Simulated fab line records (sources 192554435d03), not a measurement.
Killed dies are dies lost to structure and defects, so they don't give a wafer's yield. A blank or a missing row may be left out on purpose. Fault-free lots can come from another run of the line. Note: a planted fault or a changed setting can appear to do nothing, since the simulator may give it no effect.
fab line records :: flow n5-finfet :: part 2 of 2: steps 25 to 31 of 31
record
  lots=5
  wafers=15
  last-day=19
route steps=1938 shown DUMMY_GATE@246 SPACER0@258 SD_EPI_N@262
lots with no fault: from the same line, run without faults
start-h: hours from the record's opening day to when the first of the lot's shown wafers began :: wait-h: hours from the lot's prior step to this one :: " as in the row above :: L1.1+2: a single row standing in for several wafers :: - either no value or no given start :: * or withheld: withheld :: < > ~ a bound
route shown NAME@n: names a module that has steps shown in the file, with the first one's number in the route :: usual: mean/standard deviation of fault-free wafers :: same: alike in all rows :: chamber/n: place in a boat :: sites: the reading at each site :: _std_site: standard deviation across them :: _edge_site: outer sites' mean less inner sites' :: radius-mm: how far each site lies from the wafer's centre :: mask NAME#n: copy n :: behind: the tool/chamber that last shaped the wafer :: hold: why the lot was held/for how many hours/how that ended :: device: the transistor (n, p or np) that didn't switch :: end of line: the route-end tests of the same wafers :: a step with no rows: only its recipe :: killed: dies lost to structure and defects at the first sort, not the wafer's yield :: map: the dies of a wafer, with x for killed, . for not killed, _ for no die there
set.NAME: setting as actually run; set.NAME@STEP: the setting as run at that earlier step :: model.NAME: the simulator's own value behind a step, which no gauge read
lots seen at some steps along the route; tables by step, rows by wafer
services: when a tool's chamber went out of use (start-h, in hours from the record's first day, below 0 if earlier), for how many hours, and the reason
## steps
# step N5_SD_EPI_N_CD_MEAS_09
# recipe
  target-cd-nm=120
  landing-energy-ev=500
  detector=se-inlens
# usual
  cd-nm=120.0/0.74
lot.wafer: L076.2
tool: cd-sem-03
chamber: 0
start-h: 69.21
wait-h: -
cd-nm: 120.3

lot.wafer: L076.3
tool: cd-sem-03
chamber: 0
start-h: 69.21
wait-h: -
cd-nm: 119.5

lot.wafer: L076.4
tool: cd-sem-03
chamber: 0
start-h: 69.21
wait-h: -
cd-nm: 120.7

lot.wafer: L078.1
tool: cd-sem-03
chamber: 0
start-h: 79.80
wait-h: -
cd-nm: 120.4

lot.wafer: L078.4
tool: cd-sem-03
chamber: 0
start-h: 79.80
wait-h: -
cd-nm: 119.0

lot.wafer: L078.5
tool: cd-sem-03
chamber: 0
start-h: 79.80
wait-h: -
cd-nm: 119.6

lot.wafer: L091.2
tool: cd-sem-01
chamber: 0
start-h: 151.33
wait-h: -
cd-nm: 121.1

lot.wafer: L091.4
tool: cd-sem-01
chamber: 0
start-h: 151.33
wait-h: -
cd-nm: 119.7

lot.wafer: L091.5
tool: cd-sem-01
chamber: 0
start-h: 151.33
wait-h: -
cd-nm: 118.8

lot.wafer: L094.3
tool: cd-sem-03
chamber: 0
start-h: 169.22
wait-h: -
cd-nm: 119.6

lot.wafer: L094.4
tool: cd-sem-03
chamber: 0
start-h: 169.22
wait-h: -
cd-nm: 119.3

lot.wafer: L094.6
tool: cd-sem-03
chamber: 0
start-h: 169.22
wait-h: -
cd-nm: 118.6

lot.wafer: L097.2
tool: cd-sem-01
chamber: 0
start-h: 190.33
wait-h: -
cd-nm: 120.4

lot.wafer: L097.4
tool: cd-sem-01
chamber: 0
start-h: 190.33
wait-h: -
cd-nm: 121.0

lot.wafer: L097.6
tool: cd-sem-01
chamber: 0
start-h: 190.33
wait-h: -
cd-nm: 119.6
# step N5_SD_EPI_N_OVL_MEAS_10
# recipe
  points-per-wafer=44
# usual
  SD_N_BLK_OVL=0.2/0.76
# same
  points-per-wafer=44
lot.wafer: L076.2
tool: overlay-02
chamber: 0
start-h: 69.24
wait-h: 0.0
SD_N_BLK_OVL[nm]: -0.4

lot.wafer: L076.3
tool: overlay-02
chamber: 0
start-h: 69.24
wait-h: 0.0
SD_N_BLK_OVL[nm]: 0.4

lot.wafer: L076.4
tool: overlay-02
chamber: 0
start-h: 69.24
wait-h: 0.0
SD_N_BLK_OVL[nm]: 1.1

lot.wafer: L078.1
tool: overlay-01
chamber: 0
start-h: 79.83
wait-h: 0.0
SD_N_BLK_OVL[nm]: 1.1

lot.wafer: L078.4
tool: overlay-01
chamber: 0
start-h: 79.83
wait-h: 0.0
SD_N_BLK_OVL[nm]: 1.8

lot.wafer: L078.5
tool: overlay-01
chamber: 0
start-h: 79.83
wait-h: 0.0
SD_N_BLK_OVL[nm]: 1.6

lot.wafer: L091.2
tool: overlay-02
chamber: 0
start-h: 151.36
wait-h: 0.0
SD_N_BLK_OVL[nm]: 0.3

lot.wafer: L091.4
tool: overlay-02
chamber: 0
start-h: 151.36
wait-h: 0.0
SD_N_BLK_OVL[nm]: 0.7

lot.wafer: L091.5
tool: overlay-02
chamber: 0
start-h: 151.36
wait-h: 0.0
SD_N_BLK_OVL[nm]: 0.2

lot.wafer: L094.3
tool: overlay-02
chamber: 0
start-h: 169.25
wait-h: 0.0
SD_N_BLK_OVL[nm]: 0.6

lot.wafer: L094.4
tool: overlay-02
chamber: 0
start-h: 169.25
wait-h: 0.0
SD_N_BLK_OVL[nm]: 0.1

lot.wafer: L094.6
tool: overlay-02
chamber: 0
start-h: 169.25
wait-h: 0.0
SD_N_BLK_OVL[nm]: 0.6

lot.wafer: L097.2
tool: overlay-01
chamber: 0
start-h: 190.36
wait-h: 0.0
SD_N_BLK_OVL[nm]: 0.3

lot.wafer: L097.4
tool: overlay-01
chamber: 0
start-h: 190.36
wait-h: 0.0
SD_N_BLK_OVL[nm]: 1.4

lot.wafer: L097.6
tool: overlay-01
chamber: 0
start-h: 190.36
wait-h: 0.0
SD_N_BLK_OVL[nm]: 0.7
# step N5_SD_EPI_N_INSPECT_11
# recipe
  mode=adi
  inspect-instrument=macro
# usual
  raw-defect-count=1.9/1.4
lot.wafer: L076.2
tool: defect-inspect-02
chamber: -
start-h: 69.26
wait-h: 0.0
raw-defect-count: 5

lot.wafer: L076.3
tool: defect-inspect-02
chamber: -
start-h: 69.26
wait-h: 0.0
raw-defect-count: 3

lot.wafer: L076.4
tool: defect-inspect-02
chamber: -
start-h: 69.26
wait-h: 0.0
raw-defect-count: 0

lot.wafer: L078.1
tool: defect-inspect-02
chamber: -
start-h: 79.85
wait-h: 0.0
raw-defect-count: 1

lot.wafer: L078.4
tool: defect-inspect-02
chamber: -
start-h: 79.85
wait-h: 0.0
raw-defect-count: 0

lot.wafer: L078.5
tool: defect-inspect-02
chamber: -
start-h: 79.85
wait-h: 0.0
raw-defect-count: 3

lot.wafer: L091.2
tool: defect-inspect-02
chamber: -
start-h: 151.38
wait-h: 0.0
raw-defect-count: 3

lot.wafer: L091.4
tool: defect-inspect-02
chamber: -
start-h: 151.38
wait-h: 0.0
raw-defect-count: 4

lot.wafer: L091.5
tool: defect-inspect-02
chamber: -
start-h: 151.38
wait-h: 0.0
raw-defect-count: 2

lot.wafer: L094.3
tool: defect-inspect-01
chamber: -
start-h: 169.28
wait-h: 0.0
raw-defect-count: 2

lot.wafer: L094.4
tool: defect-inspect-01
chamber: -
start-h: 169.28
wait-h: 0.0
raw-defect-count: 1

lot.wafer: L094.6
tool: defect-inspect-01
chamber: -
start-h: 169.28
wait-h: 0.0
raw-defect-count: 0

lot.wafer: L097.2
tool: defect-inspect-02
chamber: -
start-h: 190.38
wait-h: 0.0
raw-defect-count: 2

lot.wafer: L097.4
tool: defect-inspect-02
chamber: -
start-h: 190.38
wait-h: 0.0
raw-defect-count: 1

lot.wafer: L097.6
tool: defect-inspect-02
chamber: -
start-h: 190.38
wait-h: 0.0
raw-defect-count: 2
# step N5_SD_EPI_N_DESCUM_14
# recipe
  chemistry=O2
  time-s=7.9
  source-power-w=50
  bias-power-w=20
  pressure-mtorr=20
  rf-frequency-hz=2.712e+07
  temp-c=40
  resist=CAR-ArF-block
  o2-flow-sccm=225
# usual
  drypump-motor-current-A=5.6/0.44
  oes-product-au=0.79/0.096
  rf-vpp-V=243.4/1.3
  showerhead-plenum-p-Torr=2.11/0.072
  throttle-valve-pct=20.47/0.22
lot.wafer: L076.2
tool: rie-diel-03
chamber: 1
start-h: 69.60
wait-h: 0.3
drypump-motor-current-A: 5.8
oes-product-au: 0.72
rf-hours-counter-h: 183
rf-vpp-V: 242.6
showerhead-plenum-p-Torr: 2.07
throttle-valve-pct: 20.11

lot.wafer: L076.3
tool: rie-diel-03
chamber: 2
start-h: 69.60
wait-h: 0.3
drypump-motor-current-A: 5.2
oes-product-au: 0.76
rf-hours-counter-h: 146
rf-vpp-V: 241.5
showerhead-plenum-p-Torr: 2.01
throttle-valve-pct: 20.71

lot.wafer: L076.4
tool: rie-diel-03
chamber: 3
start-h: 69.60
wait-h: 0.3
drypump-motor-current-A: 4.8
oes-product-au: 0.70
rf-hours-counter-h: 233
rf-vpp-V: 241.2
showerhead-plenum-p-Torr: 1.96
throttle-valve-pct: 20.43

lot.wafer: L078.1
tool: rie-diel-04
chamber: 0
start-h: 79.88
wait-h: 0.0
drypump-motor-current-A: 5.8
oes-product-au: 0.71
rf-hours-counter-h: 177
rf-vpp-V: 243.5
showerhead-plenum-p-Torr: 2.18
throttle-valve-pct: 20.34

lot.wafer: L078.4
tool: rie-diel-04
chamber: 3
start-h: 79.88
wait-h: 0.0
drypump-motor-current-A: 6.0
oes-product-au: 0.71
rf-hours-counter-h: -
rf-vpp-V: 244.3
showerhead-plenum-p-Torr: 2.15
throttle-valve-pct: 20.73

lot.wafer: L078.5
tool: rie-diel-04
chamber: 1
start-h: 79.88
wait-h: 0.0
drypump-motor-current-A: 5.7
oes-product-au: 0.79
rf-hours-counter-h: -
rf-vpp-V: 241.8
showerhead-plenum-p-Torr: 2.07
throttle-valve-pct: 20.33

lot.wafer: L091.2
tool: rie-diel-04
chamber: 3
start-h: 151.43
wait-h: 0.1
drypump-motor-current-A: 6.0
oes-product-au: 0.95
rf-hours-counter-h: -
rf-vpp-V: 244.4
showerhead-plenum-p-Torr: 2.14
throttle-valve-pct: 20.42

lot.wafer: L091.4
tool: rie-diel-04
chamber: 3
start-h: 151.43
wait-h: 0.1
drypump-motor-current-A: 6.0
oes-product-au: 0.95
rf-hours-counter-h: -
rf-vpp-V: 243.6
showerhead-plenum-p-Torr: 2.14
throttle-valve-pct: 20.41

lot.wafer: L091.5
tool: rie-diel-04
chamber: 3
start-h: 151.43
wait-h: 0.1
drypump-motor-current-A: 6.0
oes-product-au: 0.95
rf-hours-counter-h: -
rf-vpp-V: 245.4
showerhead-plenum-p-Torr: 2.14
throttle-valve-pct: 20.43

lot.wafer: L094.3
tool: rie-diel-02
chamber: 3
start-h: 169.32
wait-h: 0.0
drypump-motor-current-A: 5.7
oes-product-au: 0.97
rf-hours-counter-h: 4
rf-vpp-V: 243.7
showerhead-plenum-p-Torr: 2.08
throttle-valve-pct: 20.32

lot.wafer: L094.4
tool: rie-diel-02
chamber: 0
start-h: 169.32
wait-h: 0.0
drypump-motor-current-A: 6.3
oes-product-au: 0.82
rf-hours-counter-h: 76
rf-vpp-V: 244.0
showerhead-plenum-p-Torr: 2.13
throttle-valve-pct: 20.80

lot.wafer: L094.6
tool: rie-diel-02
chamber: 3
start-h: 169.32
wait-h: 0.0
drypump-motor-current-A: 5.7
oes-product-au: 0.96
rf-hours-counter-h: -
rf-vpp-V: 243.6
showerhead-plenum-p-Torr: 2.08
throttle-valve-pct: 20.31

lot.wafer: L097.2
tool: rie-diel-03
chamber: 3
start-h: 190.41
wait-h: 0.0
drypump-motor-current-A: 4.9
oes-product-au: 0.95
rf-hours-counter-h: 12
rf-vpp-V: 244.7
showerhead-plenum-p-Torr: 2.21
throttle-valve-pct: 20.03

lot.wafer: L097.4
tool: rie-diel-03
chamber: 1
start-h: 190.41
wait-h: 0.0
drypump-motor-current-A: 5.8
oes-product-au: 0.68
rf-hours-counter-h: 225
rf-vpp-V: 244.0
showerhead-plenum-p-Torr: 2.06
throttle-valve-pct: 20.17

lot.wafer: L097.6
tool: rie-diel-03
chamber: 3
start-h: 190.41
wait-h: 0.0
drypump-motor-current-A: 4.8
oes-product-au: 0.95
rf-hours-counter-h: -
rf-vpp-V: 244.1
showerhead-plenum-p-Torr: 2.21
throttle-valve-pct: 20.03
# step N5_SD_EPI_N_ETCH_34
# recipe
  chemistry=CF4
  target=SiARC
  target-depth-a=455
  mask-material=CAR-ArF-block
  time-s=75.8
  ion-energy-ev=80
  pressure-mtorr=40
  source-w=545
  bias-w=36
  Ar_flow_sccm=100
  cf4-flow-sccm=100
  ends=cleared
# usual
  drypump-motor-current-A=5.6/0.44
  etch-rf-on-time-s=76/3
  oes-product-au=0.67/0.085
  rf-vpp-V=184.3/1.2
  showerhead-plenum-p-Torr=2.15/0.06
  throttle-valve-pct=15.63/0.22
lot.wafer: L076.2
tool: rie-diel-03
chamber: 1
start-h: 69.63
wait-h: 0.0
drypump-motor-current-A: 5.8
etch-rf-on-time-s: 85
oes-product-au: 0.58
rf-hours-counter-h: 183
rf-vpp-V: 184.1
showerhead-plenum-p-Torr: 2.12
throttle-valve-pct: 15.41

lot.wafer: L076.3
tool: rie-diel-03
chamber: 2
start-h: 69.63
wait-h: 0.0
drypump-motor-current-A: 5.2
etch-rf-on-time-s: 73
oes-product-au: 0.65
rf-hours-counter-h: 146
rf-vpp-V: 184.1
showerhead-plenum-p-Torr: 2.07
throttle-valve-pct: 15.83

lot.wafer: L076.4
tool: rie-diel-03
chamber: 3
start-h: 69.63
wait-h: 0.0
drypump-motor-current-A: 4.8
etch-rf-on-time-s: 78
oes-product-au: 0.59
rf-hours-counter-h: 233
rf-vpp-V: 184.0
showerhead-plenum-p-Torr: 2.03
throttle-valve-pct: 15.79

lot.wafer: L078.1
tool: rie-diel-04
chamber: 0
start-h: 79.92
wait-h: 0.0
drypump-motor-current-A: 5.8
etch-rf-on-time-s: 76
oes-product-au: 0.61
rf-hours-counter-h: 177
rf-vpp-V: 185.3
showerhead-plenum-p-Torr: 2.21
throttle-valve-pct: 15.53

lot.wafer: L078.4
tool: rie-diel-04
chamber: 3
start-h: 79.92
wait-h: 0.0
drypump-motor-current-A: 6.0
etch-rf-on-time-s: 78
oes-product-au: 0.59
rf-hours-counter-h: -
rf-vpp-V: 183.5
showerhead-plenum-p-Torr: 2.18
throttle-valve-pct: 15.89

lot.wafer: L078.5
tool: rie-diel-04
chamber: 1
start-h: 79.92
wait-h: 0.0
drypump-motor-current-A: 5.7
etch-rf-on-time-s: 73
oes-product-au: 0.67
rf-hours-counter-h: -
rf-vpp-V: 183.8
showerhead-plenum-p-Torr: 2.14
throttle-valve-pct: 15.66

lot.wafer: L091.2
tool: rie-diel-04
chamber: 3
start-h: 151.55
wait-h: 0.1
drypump-motor-current-A: 6.0
etch-rf-on-time-s: 78
oes-product-au: 0.79
rf-hours-counter-h: -
rf-vpp-V: 182.5
showerhead-plenum-p-Torr: 2.17
throttle-valve-pct: 15.45

lot.wafer: L091.4
tool: rie-diel-04
chamber: 3
start-h: 151.55
wait-h: 0.1
drypump-motor-current-A: 6.0
etch-rf-on-time-s: 78
oes-product-au: 0.80
rf-hours-counter-h: -
rf-vpp-V: 185.4
showerhead-plenum-p-Torr: 2.17
throttle-valve-pct: 15.44

lot.wafer: L091.5
tool: rie-diel-04
chamber: 3
start-h: 151.55
wait-h: 0.1
drypump-motor-current-A: 6.0
etch-rf-on-time-s: 78
oes-product-au: 0.80
rf-hours-counter-h: -
rf-vpp-V: 185.5
showerhead-plenum-p-Torr: 2.17
throttle-valve-pct: 15.45

lot.wafer: L094.3
tool: rie-diel-02
chamber: 3
start-h: 169.36
wait-h: 0.0
drypump-motor-current-A: 5.7
etch-rf-on-time-s: 75
oes-product-au: 0.83
rf-hours-counter-h: 4
rf-vpp-V: 182.8
showerhead-plenum-p-Torr: 2.11
throttle-valve-pct: 15.28

lot.wafer: L094.4
tool: rie-diel-02
chamber: 0
start-h: 169.36
wait-h: 0.0
drypump-motor-current-A: 6.4
etch-rf-on-time-s: 73
oes-product-au: 0.72
rf-hours-counter-h: 76
rf-vpp-V: 183.3
showerhead-plenum-p-Torr: 2.17
throttle-valve-pct: 15.84

lot.wafer: L094.6
tool: rie-diel-02
chamber: 3
start-h: 169.36
wait-h: 0.0
drypump-motor-current-A: 5.7
etch-rf-on-time-s: 73
oes-product-au: 0.83
rf-hours-counter-h: -
rf-vpp-V: 184.1
showerhead-plenum-p-Torr: 2.11
throttle-valve-pct: 15.26

lot.wafer: L097.2
tool: rie-diel-03
chamber: 3
start-h: 190.45
wait-h: 0.0
drypump-motor-current-A: 4.8
etch-rf-on-time-s: 76
oes-product-au: 0.79
rf-hours-counter-h: 12
rf-vpp-V: 187.6
showerhead-plenum-p-Torr: 2.27
throttle-valve-pct: 15.36

lot.wafer: L097.4
tool: rie-diel-03
chamber: 1
start-h: 190.45
wait-h: 0.0
drypump-motor-current-A: 5.8
etch-rf-on-time-s: 84
oes-product-au: 0.57
rf-hours-counter-h: 225
rf-vpp-V: 184.4
showerhead-plenum-p-Torr: 2.11
throttle-valve-pct: 15.50

lot.wafer: L097.6
tool: rie-diel-03
chamber: 3
start-h: 190.45
wait-h: 0.0
drypump-motor-current-A: 4.8
etch-rf-on-time-s: 76
oes-product-au: 0.79
rf-hours-counter-h: -
rf-vpp-V: 185.9
showerhead-plenum-p-Torr: 2.27
throttle-valve-pct: 15.35
# step N5_SD_EPI_N_ETCH_35
# recipe
  chemistry=N2/H2
  target=SOC
  overetch-a=1080
  mask-material=SiARC
  temp-c=40
  ion-energy-ev=100
  source-w=3000
  bias-w=133
  pressure-mtorr=20
  time-s=486
  n2-flow-sccm=200
  h2-flow-sccm=200
# usual
  drypump-motor-current-A=5.6/0.44
  oes-product-au=0.70/0.081
  rf-vpp-V=240.8/1.4
  showerhead-plenum-p-Torr=2.56/0.086
  throttle-valve-pct=23.72/0.29
lot.wafer: L076.2
tool: rie-diel-03
chamber: 1
start-h: 69.69
wait-h: 0.0
drypump-motor-current-A: 5.8
oes-product-au: 0.65
rf-hours-counter-h: 183
rf-vpp-V: 241.2
showerhead-plenum-p-Torr: 2.52
throttle-valve-pct: 23.48

lot.wafer: L076.3
tool: rie-diel-03
chamber: 2
start-h: 69.69
wait-h: 0.0
drypump-motor-current-A: 5.2
oes-product-au: 0.67
rf-hours-counter-h: 146
rf-vpp-V: 240.2
showerhead-plenum-p-Torr: 2.42
throttle-valve-pct: 23.74

lot.wafer: L076.4
tool: rie-diel-03
chamber: 3
start-h: 69.69
wait-h: 0.0
drypump-motor-current-A: 4.8
oes-product-au: 0.63
rf-hours-counter-h: 233
rf-vpp-V: 237.8
showerhead-plenum-p-Torr: 2.40
throttle-valve-pct: 23.86

lot.wafer: L078.1
tool: rie-diel-04
chamber: 0
start-h: 79.97
wait-h: 0.0
drypump-motor-current-A: 5.8
oes-product-au: 0.65
rf-hours-counter-h: 177
rf-vpp-V: 241.2
showerhead-plenum-p-Torr: 2.66
throttle-valve-pct: 23.93

lot.wafer: L078.4
tool: rie-diel-04
chamber: 3
start-h: 79.97
wait-h: 0.0
drypump-motor-current-A: 6.0
oes-product-au: 0.63
rf-hours-counter-h: -
rf-vpp-V: 240.2
showerhead-plenum-p-Torr: 2.63
throttle-valve-pct: 24.02

lot.wafer: L078.5
tool: rie-diel-04
chamber: 1
start-h: 79.97
wait-h: 0.0
drypump-motor-current-A: 5.6
oes-product-au: 0.70
rf-hours-counter-h: -
rf-vpp-V: 241.1
showerhead-plenum-p-Torr: 2.56
throttle-valve-pct: 23.92

lot.wafer: L091.2
tool: rie-diel-04
chamber: 3
start-h: 151.85
wait-h: 0.3
drypump-motor-current-A: 6.0
oes-product-au: 0.85
rf-hours-counter-h: -
rf-vpp-V: 242.0
showerhead-plenum-p-Torr: 2.62
throttle-valve-pct: 23.79

lot.wafer: L091.4
tool: rie-diel-04
chamber: 3
start-h: 151.85
wait-h: 0.3
drypump-motor-current-A: 6.0
oes-product-au: 0.85
rf-hours-counter-h: -
rf-vpp-V: 241.2
showerhead-plenum-p-Torr: 2.62
throttle-valve-pct: 23.78

lot.wafer: L091.5
tool: rie-diel-04
chamber: 3
start-h: 151.85
wait-h: 0.3
drypump-motor-current-A: 6.0
oes-product-au: 0.85
rf-hours-counter-h: -
rf-vpp-V: 241.2
showerhead-plenum-p-Torr: 2.62
throttle-valve-pct: 23.79

lot.wafer: L094.3
tool: rie-diel-02
chamber: 3
start-h: 169.41
wait-h: 0.0
drypump-motor-current-A: 5.7
oes-product-au: 0.86
rf-hours-counter-h: 4
rf-vpp-V: 238.7
showerhead-plenum-p-Torr: 2.46
throttle-valve-pct: 23.10

lot.wafer: L094.4
tool: rie-diel-02
chamber: 0
start-h: 169.41
wait-h: 0.0
drypump-motor-current-A: 6.3
oes-product-au: 0.74
rf-hours-counter-h: 76
rf-vpp-V: 239.6
showerhead-plenum-p-Torr: 2.54
throttle-valve-pct: 23.57

lot.wafer: L094.6
tool: rie-diel-02
chamber: 3
start-h: 169.41
wait-h: 0.0
drypump-motor-current-A: 5.7
oes-product-au: 0.86
rf-hours-counter-h: -
rf-vpp-V: 238.1
showerhead-plenum-p-Torr: 2.46
throttle-valve-pct: 23.10

lot.wafer: L097.2
tool: rie-diel-03
chamber: 3
start-h: 190.51
wait-h: 0.0
drypump-motor-current-A: 4.9
oes-product-au: 0.82
rf-hours-counter-h: 12
rf-vpp-V: 243.2
showerhead-plenum-p-Torr: 2.70
throttle-valve-pct: 23.47

lot.wafer: L097.4
tool: rie-diel-03
chamber: 1
start-h: 190.51
wait-h: 0.0
drypump-motor-current-A: 5.8
oes-product-au: 0.63
rf-hours-counter-h: 225
rf-vpp-V: 239.6
showerhead-plenum-p-Torr: 2.50
throttle-valve-pct: 23.54

lot.wafer: L097.6
tool: rie-diel-03
chamber: 3
start-h: 190.51
wait-h: 0.0
drypump-motor-current-A: 4.9
oes-product-au: 0.82
rf-hours-counter-h: -
rf-vpp-V: 241.7
showerhead-plenum-p-Torr: 2.70
throttle-valve-pct: 23.48
# step N5_SD_EPI_N_STRIP_36
# recipe
  chemistry=N2/H2
  temp-c=40
  n2-flow-sccm=200
  h2-flow-sccm=200
  rf-frequency-hz=6e+07
lot.wafer: L076.2+3+4
tool: rie-diel-03
chamber: 1,2,3
start-h: 70.01
wait-h: 0.2

lot.wafer: L078.1+4+5
tool: rie-diel-04
chamber: 0,3,1
start-h: 80.29
wait-h: 0.2

lot.wafer: L091.2+4+5
tool: rie-diel-04
chamber: 3
start-h: 152.64
wait-h: 0.6

lot.wafer: L094.3+4+6
tool: rie-diel-02
chamber: 3,0,3
start-h: 169.73
wait-h: 0.2

lot.wafer: L097.2+4+6
tool: rie-diel-03
chamber: 3,1,3
start-h: 190.82
wait-h: 0.2
## services
tool: rie-diel-03
chamber: 3
start-h: 45.61
hours: 4.3
kind: repair

tool: arfi-scanner-03
chamber: -
start-h: 46.93
hours: 0.8
kind: pm

tool: rie-diel-05
chamber: 1
start-h: 47.74
hours: 9.5
kind: repair

tool: rie-diel-02
chamber: 1
start-h: 52.92
hours: 1.5
kind: repair

tool: rie-diel-06
chamber: -
start-h: 55.42
hours: 2.8
kind: pm

tool: arfi-scanner-03
chamber: -
start-h: 56.56
hours: 1.0
kind: repair

tool: rie-diel-04
chamber: 0
start-h: 57.66
hours: 4.1
kind: repair

tool: wet-bench-05
chamber: -
start-h: 69.57
hours: 1.0
kind: repair

tool: rie-diel-02
chamber: 0
start-h: 73.23
hours: 5.6
kind: repair

tool: rie-diel-02
chamber: 0
start-h: 82.78
hours: 5.5
kind: repair

tool: rie-si-02
chamber: 3
start-h: 88.46
hours: 1.3
kind: repair

tool: rie-si-02
chamber: 1
start-h: 94.85
hours: 5.3
kind: repair

tool: rie-diel-04
chamber: 0
start-h: 98.94
hours: 4.2
kind: repair

tool: rie-si-02
chamber: 3
start-h: 104.93
hours: 7.7
kind: repair

tool: rie-si-02
chamber: 0
start-h: 116.99
hours: 12.4
kind: repair

tool: rie-diel-06
chamber: -
start-h: 132.24
hours: 0.2
kind: repair

tool: rie-diel-01
chamber: 2
start-h: 137.63
hours: 13.2
kind: repair

tool: rie-diel-06
chamber: -
start-h: 142.13
hours: 0.4
kind: repair

tool: rie-diel-01
chamber: 3
start-h: 145.39
hours: 3.7
kind: repair

tool: rie-diel-04
chamber: 0
start-h: 148.13
hours: 4.3
kind: repair

tool: wet-bench-05
chamber: -
start-h: 170.40
hours: 1.9
kind: pm

tool: ald-sin-02
chamber: -
start-h: 177.14
hours: 14.0
kind: pm

tool: rie-diel-06
chamber: 0
start-h: 177.68
hours: 4.9
kind: repair

tool: rie-diel-06
chamber: -
start-h: 185.73
hours: 0.7
kind: repair
